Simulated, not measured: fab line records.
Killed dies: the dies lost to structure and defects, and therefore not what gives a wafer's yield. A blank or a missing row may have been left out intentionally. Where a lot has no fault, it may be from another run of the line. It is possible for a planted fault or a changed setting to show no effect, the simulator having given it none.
The tool behind it: which one? :: flow n5_finfet :: Sampling: 23 lots, 69 wafers, 4 of 1938 route steps

## WHAT THE GAUGES READ, wafer by wafer
N5_BEOL_M15_OVL_MEAS_29. Usual: M15_OVL gives 1 nm (standard deviation 6.1).
lot: L076
measured: day 11 11:17
on: overlay-01
M15_OVL (nm): -3 -10 -3
flag: 

lot: L074
measured: day 11 14:14
on: overlay-02
M15_OVL (nm): 5 3 0
flag: 

lot: L075
measured: day 12 04:53
on: overlay-02
M15_OVL (nm): 1 13 6
flag: 

lot: L077
measured: day 12 05:12
on: overlay-01
M15_OVL (nm): -7 -2 -1
flag: 

lot: L078
measured: day 12 08:19
on: overlay-01
M15_OVL (nm): 0 0 -1
flag: 

lot: L079
measured: day 12 16:28
on: overlay-02
M15_OVL (nm): 0 -11 -1
flag: 

lot: L082
measured: day 13 08:12
on: overlay-02
M15_OVL (nm): -4 6 1
flag: 

lot: L081
measured: day 13 13:07
on: overlay-02
M15_OVL (nm): 16 16 6
flag: 

lot: L080
measured: day 13 17:49
on: overlay-01
M15_OVL (nm): -5 -1 -4
flag: 

lot: L083
measured: day 13 20:46
on: overlay-01
M15_OVL (nm): 5 3 2
flag: 

lot: L084
measured: day 14 03:11
on: overlay-02
M15_OVL (nm): 0 3 19
flag: 

lot: L085
measured: day 14 05:10
on: overlay-02
M15_OVL (nm): -6 -2 -8
flag: 

lot: L086
measured: day 14 20:16
on: overlay-02
M15_OVL (nm): 1 -3 -4
flag: 

lot: L087
measured: day 15 01:59
on: overlay-01
M15_OVL (nm): 0 -8 3
flag: 

lot: L088
measured: day 15 04:38
on: overlay-01
M15_OVL (nm): 3 2 7
flag: 

lot: L090
measured: day 15 08:07
on: overlay-01
M15_OVL (nm): -11 3 -9
flag: 

lot: L091
measured: day 15 12:52
on: overlay-01
M15_OVL (nm): -1 13 2
flag: 

lot: L089
measured: day 15 16:32
on: overlay-01
M15_OVL (nm): -1 -7 0
flag: 

lot: L092
measured: day 16 01:21
on: overlay-02
M15_OVL (nm): 6 1 2
flag: 

lot: L094
measured: day 16 06:00
on: overlay-01
M15_OVL (nm): -3 0 -4
flag: 

lot: L093
measured: day 16 11:41
on: overlay-02
M15_OVL (nm): 7 -5 10
flag: 

lot: L095
measured: day 16 17:55
on: overlay-01
M15_OVL (nm): -6 -3 -7
flag: 

lot: L097
measured: day 17 17:21
on: overlay-01
M15_OVL (nm): -4 -2 -7
flag: 

## TOOL THAT RAN EACH LOT (tool first, then ch and the chambers of the sampled wafers, then the start)
lot: L076
N5_BEOL_M14_ANNEAL_48: rtp_anneal-02 ch 0, day 11 08:20
N5_BEOL_M14_CMP_49: cmp-02 ch 0,1,3, day 11 08:38
N5_BEOL_M15_STRIP_63: rie_diel-03 ch 0,2,3, day 11 11:17 or earlier

lot: L074
N5_BEOL_M14_ANNEAL_48: rtp_anneal-01 ch 0, day 11 11:15
N5_BEOL_M14_CMP_49: cmp-02 ch 0,2,3, day 11 11:30
N5_BEOL_M15_STRIP_63: rie_diel-01 ch 0,1,2, day 11 14:14 or earlier

lot: L075
N5_BEOL_M14_ANNEAL_48: rtp_anneal-02 ch 0, day 12 01:53
N5_BEOL_M14_CMP_49: cmp-04 ch 0,1,2, day 12 02:08
N5_BEOL_M15_STRIP_63: rie_diel-03 ch 0,2,3, day 12 04:53 or earlier

lot: L077
N5_BEOL_M14_ANNEAL_48: rtp_anneal-01 ch 0, day 12 02:15
N5_BEOL_M14_CMP_49: cmp-02 ch 0,3, day 12 02:35
N5_BEOL_M15_STRIP_63: rie_diel-03 ch 0,1,2, day 12 05:12 or earlier

lot: L078
N5_BEOL_M14_ANNEAL_48: rtp_anneal-02 ch 0, day 12 05:19
N5_BEOL_M14_CMP_49: cmp-04 ch 0,1,3, day 12 05:38
N5_BEOL_M15_STRIP_63: rie_diel-06 ch 0,2,3, day 12 08:19 or earlier

lot: L079
N5_BEOL_M14_ANNEAL_48: rtp_anneal-01 ch 0, day 12 13:27
N5_BEOL_M14_CMP_49: cmp-04 ch 0,1, day 12 13:45
N5_BEOL_M15_STRIP_63: rie_diel-01 ch 1,2,3, day 12 16:28 or earlier

lot: L082
N5_BEOL_M14_ANNEAL_48: rtp_anneal-01 ch 0, day 13 03:32
N5_BEOL_M14_CMP_49: cmp-02 ch 0,2,3, day 13 03:48
N5_BEOL_M15_STRIP_63: rie_diel-03 ch 0,2,3, day 13 08:12 or earlier

lot: L081
N5_BEOL_M14_ANNEAL_48: rtp_anneal-01 ch 0, day 13 10:20
N5_BEOL_M14_CMP_49: cmp-04 ch 1,2,3, day 13 10:35
N5_BEOL_M15_STRIP_63: rie_diel-03 ch 0,3, day 13 13:07 or earlier

lot: L080
N5_BEOL_M14_ANNEAL_48: rtp_anneal-02 ch 0, day 13 14:12
N5_BEOL_M14_CMP_49: cmp-04 ch 0,1,3, day 13 14:56
N5_BEOL_M15_STRIP_63: rie_diel-01 ch 0,2,3, day 13 17:49 or earlier

lot: L083
N5_BEOL_M14_ANNEAL_48: rtp_anneal-01 ch 0, day 13 17:41
N5_BEOL_M14_CMP_49: cmp-04 ch 0,1, day 13 17:58
N5_BEOL_M15_STRIP_63: rie_diel-01 ch 0,1,3, day 13 20:46 or earlier

lot: L084
N5_BEOL_M14_ANNEAL_48: rtp_anneal-01 ch 0, day 14 00:07
N5_BEOL_M14_CMP_49: cmp-04 ch 2,3, day 14 00:23
N5_BEOL_M15_STRIP_63: rie_diel-01 ch 0,1,3, day 14 03:11 or earlier

lot: L085
N5_BEOL_M14_ANNEAL_48: rtp_anneal-01 ch 0, day 14 02:05
N5_BEOL_M14_CMP_49: cmp-04 ch 0,2, day 14 02:23
N5_BEOL_M15_STRIP_63: rie_diel-06 ch 0,1, day 14 05:10 or earlier

lot: L086
N5_BEOL_M14_ANNEAL_48: rtp_anneal-01 ch 0, day 14 17:07
N5_BEOL_M14_CMP_49: cmp-01 ch 0,2,3, day 14 17:24
N5_BEOL_M15_STRIP_63: rie_diel-03 ch 1,2,3, day 14 20:16 or earlier

lot: L087
N5_BEOL_M14_ANNEAL_48: rtp_anneal-01 ch 0, day 14 22:54
N5_BEOL_M14_CMP_49: cmp-04 ch 1,2,3, day 14 23:11
N5_BEOL_M15_STRIP_63: rie_diel-01 ch 0,1,2, day 15 01:59 or earlier

lot: L088
N5_BEOL_M14_ANNEAL_48: rtp_anneal-02 ch 0, day 15 01:05
N5_BEOL_M14_CMP_49: cmp-02 ch 1,2, day 15 01:24
N5_BEOL_M15_STRIP_63: rie_diel-03 ch 0,1,2, day 15 04:38 or earlier

lot: L090
N5_BEOL_M14_ANNEAL_48: rtp_anneal-02 ch 0, day 15 05:07
N5_BEOL_M14_CMP_49: cmp-04 ch 0,1,2, day 15 05:20
N5_BEOL_M15_STRIP_63: rie_diel-06 ch 0,2,3, day 15 08:07 or earlier

lot: L091
N5_BEOL_M14_ANNEAL_48: rtp_anneal-02 ch 0, day 15 09:57
N5_BEOL_M14_CMP_49: cmp-04 ch 1,2,3, day 15 10:13
N5_BEOL_M15_STRIP_63: rie_diel-06 ch 0,2, day 15 12:52 or earlier

lot: L089
N5_BEOL_M14_ANNEAL_48: rtp_anneal-01 ch 0, day 15 13:35
N5_BEOL_M14_CMP_49: cmp-02 ch 0,1, day 15 13:52
N5_BEOL_M15_STRIP_63: rie_diel-03 ch 0,1, day 15 16:32 or earlier

lot: L092
N5_BEOL_M14_ANNEAL_48: rtp_anneal-01 ch 0, day 15 22:21
N5_BEOL_M14_CMP_49: cmp-02 ch 0,1,2, day 15 22:36
N5_BEOL_M15_STRIP_63: rie_diel-06 ch 0,2, day 16 01:21 or earlier

lot: L094
N5_BEOL_M14_ANNEAL_48: rtp_anneal-01 ch 0, day 16 03:06
N5_BEOL_M14_CMP_49: cmp-01 ch 0,1,3, day 16 03:24
N5_BEOL_M15_STRIP_63: rie_diel-03 ch 0,1,2, day 16 06:00 or earlier

lot: L093
N5_BEOL_M14_ANNEAL_48: rtp_anneal-01 ch 0, day 16 08:50
N5_BEOL_M14_CMP_49: cmp-01 ch 0,1,3, day 16 09:10
N5_BEOL_M15_STRIP_63: rie_diel-06 ch 0,1,2, day 16 11:41 or earlier

lot: L095
N5_BEOL_M14_ANNEAL_48: rtp_anneal-01 ch 0, day 16 14:57
N5_BEOL_M14_CMP_49: cmp-01 ch 0,1,2, day 16 15:12
N5_BEOL_M15_STRIP_63: rie_diel-06 ch 0,1,3, day 16 17:55 or earlier

lot: L097
N5_BEOL_M14_ANNEAL_48: rtp_anneal-02 ch 0, day 17 14:07
N5_BEOL_M14_CMP_49: cmp-04 ch 1,3, day 17 14:34
N5_BEOL_M15_STRIP_63: rie_diel-01 ch 2,3, day 17 17:21 or earlier
- N5_BEOL_M14_ANNEAL_48: time 90 s.
- N5_BEOL_M14_CMP_49: polishes, stops on SiO2, t overpolish 5.2 s, target thk 560 nm.
- N5_BEOL_M15_STRIP_63: strips in O2.

## AS READ BY THE TOOLS THEMSELVES (means over the sampled wafers that have a number; for cases with no such wafer, the mark the record gives instead)
N5_BEOL_M14_ANNEAL_48. Usual: wafer_temp_C_max 225.78, standard deviation 0.25.
lot: L076
tool: rtp_anneal-02
wafer_temp_C_max: 225.47
flag: 

lot: L074
tool: rtp_anneal-01
wafer_temp_C_max: 225.78
flag: 

lot: L075
tool: rtp_anneal-02
wafer_temp_C_max: 225.94
flag: 

lot: L077
tool: rtp_anneal-01
wafer_temp_C_max: 226.09
flag: 

lot: L078
tool: rtp_anneal-02
wafer_temp_C_max: 225.63
flag: 

lot: L079
tool: rtp_anneal-01
wafer_temp_C_max: 225.57
flag: 

lot: L082
tool: rtp_anneal-01
wafer_temp_C_max: 225.97
flag: 

lot: L081
tool: rtp_anneal-01
wafer_temp_C_max: 225.71
flag: 

lot: L080
tool: rtp_anneal-02
wafer_temp_C_max: 225.64
flag: 

lot: L083
tool: rtp_anneal-01
wafer_temp_C_max: 225.74
flag: 

lot: L084
tool: rtp_anneal-01
wafer_temp_C_max: 225.87
flag: 

lot: L085
tool: rtp_anneal-01
wafer_temp_C_max: 225.89
flag: 

lot: L086
tool: rtp_anneal-01
wafer_temp_C_max: 225.78
flag: 

lot: L087
tool: rtp_anneal-01
wafer_temp_C_max: 225.85
flag: 

lot: L088
tool: rtp_anneal-02
wafer_temp_C_max: 225.72
flag: 

lot: L090
tool: rtp_anneal-02
wafer_temp_C_max: 225.75
flag: 

lot: L091
tool: rtp_anneal-02
wafer_temp_C_max: 225.74
flag: 

lot: L089
tool: rtp_anneal-01
wafer_temp_C_max: 225.92
flag: 

lot: L092
tool: rtp_anneal-01
wafer_temp_C_max: 225.93
flag: 

lot: L094
tool: rtp_anneal-01
wafer_temp_C_max: 225.82
flag: 

lot: L093
tool: rtp_anneal-01
wafer_temp_C_max: 225.55
flag: 

lot: L095
tool: rtp_anneal-01
wafer_temp_C_max: 225.86
flag: 

lot: L097
tool: rtp_anneal-02
wafer_temp_C_max: 225.41
flag: 

N5_BEOL_M14_CMP_49. Usual: barrier_field_endpoint_s 11.4 s, standard deviation 0.3; motor_current_A 7.8 A, standard deviation 0.71; overpolish_run_s 5.201 s, standard deviation 0.0088; pad_life_wafers 1258, standard deviation 490; time_to_endpoint_s 122 s, standard deviation 5.1.
lot: L076
tool: cmp-02
barrier_field_endpoint_s (s): 11.6
motor_current_A (A): 7.0
overpolish_run_s (s): 5.202
pad_life_wafers: 1658
time_to_endpoint_s (s): 127
flag: 

lot: L074
tool: cmp-02
barrier_field_endpoint_s (s): 11.5
motor_current_A (A): 7.3
overpolish_run_s (s): 5.191
pad_life_wafers: 1681
time_to_endpoint_s (s): 122
flag: 

lot: L075
tool: cmp-04
barrier_field_endpoint_s (s): 11.5
motor_current_A (A): 8.2
overpolish_run_s (s): 5.198
pad_life_wafers: 932
time_to_endpoint_s (s): 123
flag: 

lot: L077
tool: cmp-02
barrier_field_endpoint_s (s): 11.6
motor_current_A (A): 7.1
overpolish_run_s (s): 5.194
pad_life_wafers: 1892
time_to_endpoint_s (s): 127
flag: 

lot: L078
tool: cmp-04
barrier_field_endpoint_s (s): 11.2
motor_current_A (A): 8.0
overpolish_run_s (s): 5.202
pad_life_wafers: 975
time_to_endpoint_s (s): 122
flag: 

lot: L079
tool: cmp-04
barrier_field_endpoint_s (s): 11.6
motor_current_A (A): 7.9
overpolish_run_s (s): 5.199
pad_life_wafers: 1058
time_to_endpoint_s (s): 126
flag: 

lot: L082
tool: cmp-02
barrier_field_endpoint_s (s): 11.8
motor_current_A (A): 7.3
overpolish_run_s (s): 5.204
pad_life_wafers: 33
time_to_endpoint_s (s): 128
flag: 

lot: L081
tool: cmp-04
barrier_field_endpoint_s (s): 11.5
motor_current_A (A): 7.5
overpolish_run_s (s): 5.202
pad_life_wafers: 1201
time_to_endpoint_s (s): 125
flag: 

lot: L080
tool: cmp-04
barrier_field_endpoint_s (s): 11.3
motor_current_A (A): 8.2
overpolish_run_s (s): 5.208
pad_life_wafers: 1244
time_to_endpoint_s (s): 123
flag: 

lot: L083
tool: cmp-04
barrier_field_endpoint_s (s): 10.9
motor_current_A (A): 8.7
overpolish_run_s (s): 5.198
pad_life_wafers: 1272
time_to_endpoint_s (s): 120
flag: 

lot: L084
tool: cmp-04
barrier_field_endpoint_s (s): 11.2
motor_current_A (A): 7.9
overpolish_run_s (s): 5.197
pad_life_wafers: 1344
time_to_endpoint_s (s): 118
flag: 

lot: L085
tool: cmp-04
barrier_field_endpoint_s (s): 11.4
motor_current_A (A): 8.6
overpolish_run_s (s): 5.200
pad_life_wafers: 1375
time_to_endpoint_s (s): 121
flag: 

lot: L086
tool: cmp-01
barrier_field_endpoint_s (s): 11.2
motor_current_A (A): 8.6
overpolish_run_s (s): 5.199
pad_life_wafers: 1201
time_to_endpoint_s (s): 121
flag: 

lot: L087
tool: cmp-04
barrier_field_endpoint_s (s): 11.4
motor_current_A (A): 7.7
overpolish_run_s (s): 5.198
pad_life_wafers: 1531
time_to_endpoint_s (s): 122
flag: 

lot: L088
tool: cmp-02
barrier_field_endpoint_s (s): 11.5
motor_current_A (A): 7.2
overpolish_run_s (s): 5.199
pad_life_wafers: 312
time_to_endpoint_s (s): 128
flag: 

lot: L090
tool: cmp-04
barrier_field_endpoint_s (s): 11.0
motor_current_A (A): 8.4
overpolish_run_s (s): 5.212
pad_life_wafers: 1585
time_to_endpoint_s (s): 123
flag: 

lot: L091
tool: cmp-04
barrier_field_endpoint_s (s): 11.6
motor_current_A (A): 7.8
overpolish_run_s (s): 5.198
pad_life_wafers: 1639
time_to_endpoint_s (s): 125
flag: 

lot: L089
tool: cmp-02
barrier_field_endpoint_s (s): 12.0
motor_current_A (A): 7.7
overpolish_run_s (s): 5.194
pad_life_wafers: 480
time_to_endpoint_s (s): 128
flag: 

lot: L092
tool: cmp-02
barrier_field_endpoint_s (s): 11.7
motor_current_A (A): 7.4
overpolish_run_s (s): 5.210
pad_life_wafers: 566
time_to_endpoint_s (s): 125
flag: 

lot: L094
tool: cmp-01
barrier_field_endpoint_s (s): 11.3
motor_current_A (A): 8.0
overpolish_run_s (s): 5.197
pad_life_wafers: 1435
time_to_endpoint_s (s): 117
flag: 

lot: L093
tool: cmp-01
barrier_field_endpoint_s (s): 11.3
motor_current_A (A): 7.6
overpolish_run_s (s): 5.200
pad_life_wafers: 1484
time_to_endpoint_s (s): 113
flag: 

lot: L095
tool: cmp-01
barrier_field_endpoint_s (s): 11.0
motor_current_A (A): 7.7
overpolish_run_s (s): 5.199
pad_life_wafers: 1525
time_to_endpoint_s (s): 111
flag: 

lot: L097
tool: cmp-04
barrier_field_endpoint_s (s): 11.5
motor_current_A (A): 7.8
overpolish_run_s (s): 5.199
pad_life_wafers: 2071
time_to_endpoint_s (s): 121
flag: 

N5_BEOL_M15_STRIP_63. Usual: chamber_pressure_mTorr 30.00 mTorr, standard deviation 0.04; drypump_motor_current_A 5.8 A, standard deviation 0.46; oes_product_au 0.79 a.u., standard deviation 0.085; rf_vpp_V 3.7 V, standard deviation 0.78; showerhead_plenum_p_Torr 2.06 Torr, standard deviation 0.061; throttle_valve_pct 16.77 %, standard deviation 0.25.
lot: L076
tool: rie_diel-03
chamber_pressure_mTorr (mTorr): 29.98
drypump_motor_current_A (A): 5.5
oes_product_au (a.u.): 0.76
rf_vpp_V (V): 4.6
showerhead_plenum_p_Torr (Torr): 2.07
throttle_valve_pct (%): 16.93
flag: 

lot: L074
tool: rie_diel-01
chamber_pressure_mTorr (mTorr): 29.96
drypump_motor_current_A (A): 6.0
oes_product_au (a.u.): 0.87
rf_vpp_V (V): 3.6
showerhead_plenum_p_Torr (Torr): 2.05
throttle_valve_pct (%): 16.61
flag: 

lot: L075
tool: rie_diel-03
chamber_pressure_mTorr (mTorr): 30.01
drypump_motor_current_A (A): 5.5
oes_product_au (a.u.): 0.76
rf_vpp_V (V): 3.4
showerhead_plenum_p_Torr (Torr): 2.07
throttle_valve_pct (%): 16.93
flag: 

lot: L077
tool: rie_diel-03
chamber_pressure_mTorr (mTorr): 29.99
drypump_motor_current_A (A): 5.8
oes_product_au (a.u.): 0.85
rf_vpp_V (V): 4.6
showerhead_plenum_p_Torr (Torr): 2.09
throttle_valve_pct (%): 16.90
flag: 

lot: L078
tool: rie_diel-06
chamber_pressure_mTorr (mTorr): 30.00
drypump_motor_current_A (A): 5.7
oes_product_au (a.u.): 0.76
rf_vpp_V (V): 3.4
showerhead_plenum_p_Torr (Torr): 2.04
throttle_valve_pct (%): 16.76
flag: 

lot: L079
tool: rie_diel-01
chamber_pressure_mTorr (mTorr): 29.98
drypump_motor_current_A (A): 6.2
oes_product_au (a.u.): 0.80
rf_vpp_V (V): 3.3
showerhead_plenum_p_Torr (Torr): 2.05
throttle_valve_pct (%): 16.64
flag: 

lot: L082
tool: rie_diel-03
chamber_pressure_mTorr (mTorr): 30.03
drypump_motor_current_A (A): 5.5
oes_product_au (a.u.): 0.75
rf_vpp_V (V): 3.8
showerhead_plenum_p_Torr (Torr): 2.07
throttle_valve_pct (%): 16.93
flag: 

lot: L081
tool: rie_diel-03
chamber_pressure_mTorr (mTorr): 30.01
drypump_motor_current_A (A): 5.7
oes_product_au (a.u.): 0.81
rf_vpp_V (V): 3.6
showerhead_plenum_p_Torr (Torr): 2.09
throttle_valve_pct (%): 16.83
flag: 

lot: L080
tool: rie_diel-01
chamber_pressure_mTorr (mTorr): 30.02
drypump_motor_current_A (A): 6.3
oes_product_au (a.u.): 0.80
rf_vpp_V (V): 3.8
showerhead_plenum_p_Torr (Torr): 2.07
throttle_valve_pct (%): 16.77
flag: 

lot: L083
tool: rie_diel-01
chamber_pressure_mTorr (mTorr): 30.02
drypump_motor_current_A (A): 6.2
oes_product_au (a.u.): 0.79
rf_vpp_V (V): 3.5
showerhead_plenum_p_Torr (Torr): 2.05
throttle_valve_pct (%): 16.65
flag: 

lot: L084
tool: rie_diel-01
chamber_pressure_mTorr (mTorr): 29.99
drypump_motor_current_A (A): 6.2
oes_product_au (a.u.): 0.79
rf_vpp_V (V): 3.5
showerhead_plenum_p_Torr (Torr): 2.05
throttle_valve_pct (%): 16.65
flag: 

lot: L085
tool: rie_diel-06
chamber_pressure_mTorr (mTorr): 29.97
drypump_motor_current_A (A): 5.6
oes_product_au (a.u.): 0.73
rf_vpp_V (V): 3.9
showerhead_plenum_p_Torr (Torr): 1.98
throttle_valve_pct (%): 16.49
flag: 

lot: L086
tool: rie_diel-03
chamber_pressure_mTorr (mTorr): 30.02
drypump_motor_current_A (A): 5.4
oes_product_au (a.u.): 0.76
rf_vpp_V (V): 3.8
showerhead_plenum_p_Torr (Torr): 2.03
throttle_valve_pct (%): 16.91
flag: 

lot: L087
tool: rie_diel-01
chamber_pressure_mTorr (mTorr): 29.99
drypump_motor_current_A (A): 6.0
oes_product_au (a.u.): 0.83
rf_vpp_V (V): 3.0
showerhead_plenum_p_Torr (Torr): 2.04
throttle_valve_pct (%): 16.64
flag: 

lot: L088
tool: rie_diel-03
chamber_pressure_mTorr (mTorr): 30.01
drypump_motor_current_A (A): 5.7
oes_product_au (a.u.): 0.81
rf_vpp_V (V): 4.0
showerhead_plenum_p_Torr (Torr): 2.09
throttle_valve_pct (%): 16.92
flag: 

lot: L090
tool: rie_diel-06
chamber_pressure_mTorr (mTorr): 30.00
drypump_motor_current_A (A): 5.7
oes_product_au (a.u.): 0.75
rf_vpp_V (V): 4.0
showerhead_plenum_p_Torr (Torr): 2.03
throttle_valve_pct (%): 16.79
flag: 

lot: L091
tool: rie_diel-06
chamber_pressure_mTorr (mTorr): 30.02
drypump_motor_current_A (A): 5.9
oes_product_au (a.u.): 0.74
rf_vpp_V (V): 3.4
showerhead_plenum_p_Torr (Torr): 2.07
throttle_valve_pct (%): 16.89
flag: 

lot: L089
tool: rie_diel-03
chamber_pressure_mTorr (mTorr): 30.00
drypump_motor_current_A (A): 5.9
oes_product_au (a.u.): 0.86
rf_vpp_V (V): 3.4
showerhead_plenum_p_Torr (Torr): 2.11
throttle_valve_pct (%): 16.85
flag: 

lot: L092
tool: rie_diel-06
chamber_pressure_mTorr (mTorr): 30.01
drypump_motor_current_A (A): 5.9
oes_product_au (a.u.): 0.74
rf_vpp_V (V): 4.5
showerhead_plenum_p_Torr (Torr): 2.07
throttle_valve_pct (%): 16.91
flag: 

lot: L094
tool: rie_diel-03
chamber_pressure_mTorr (mTorr): 30.02
drypump_motor_current_A (A): 5.7
oes_product_au (a.u.): 0.79
rf_vpp_V (V): 2.9
showerhead_plenum_p_Torr (Torr): 2.08
throttle_valve_pct (%): 16.96
flag: 

lot: L093
tool: rie_diel-06
chamber_pressure_mTorr (mTorr): 30.00
drypump_motor_current_A (A): 5.8
oes_product_au (a.u.): 0.81
rf_vpp_V (V): 4.0
showerhead_plenum_p_Torr (Torr): 2.11
throttle_valve_pct (%): 16.57
flag: 

lot: L095
tool: rie_diel-06
chamber_pressure_mTorr (mTorr): 29.98
drypump_motor_current_A (A): 5.5
oes_product_au (a.u.): 0.81
rf_vpp_V (V): 3.4
showerhead_plenum_p_Torr (Torr): 2.07
throttle_valve_pct (%): 16.47
flag: 

lot: L097
tool: rie_diel-01
chamber_pressure_mTorr (mTorr): 30.02
drypump_motor_current_A (A): 6.3
oes_product_au (a.u.): 0.77
rf_vpp_V (V): 3.8
showerhead_plenum_p_Torr (Torr): 2.06
throttle_valve_pct (%): 16.80
flag: 

## THE ANSWER, worked out from the rows above alone
Rule: take the mean of a lot's wafers that have a number; if it is more than 3 standard deviations from the usual mean, the lot is off. A lot without any number at a reading at which 4 lots or more have one is off too. The other lots that the step has rows for count as sound. After the gauges, taken in route order, come the tools' own readings; for these a lot's mean is taken, as printed above. At the first step where some lot is off, the reading lying furthest off is the one used; lots without a number count as furthest.
Across all readings shown, no lot is off: no conclusion can be drawn from this.

## WHAT THE SIMULATOR HAD INSERTED
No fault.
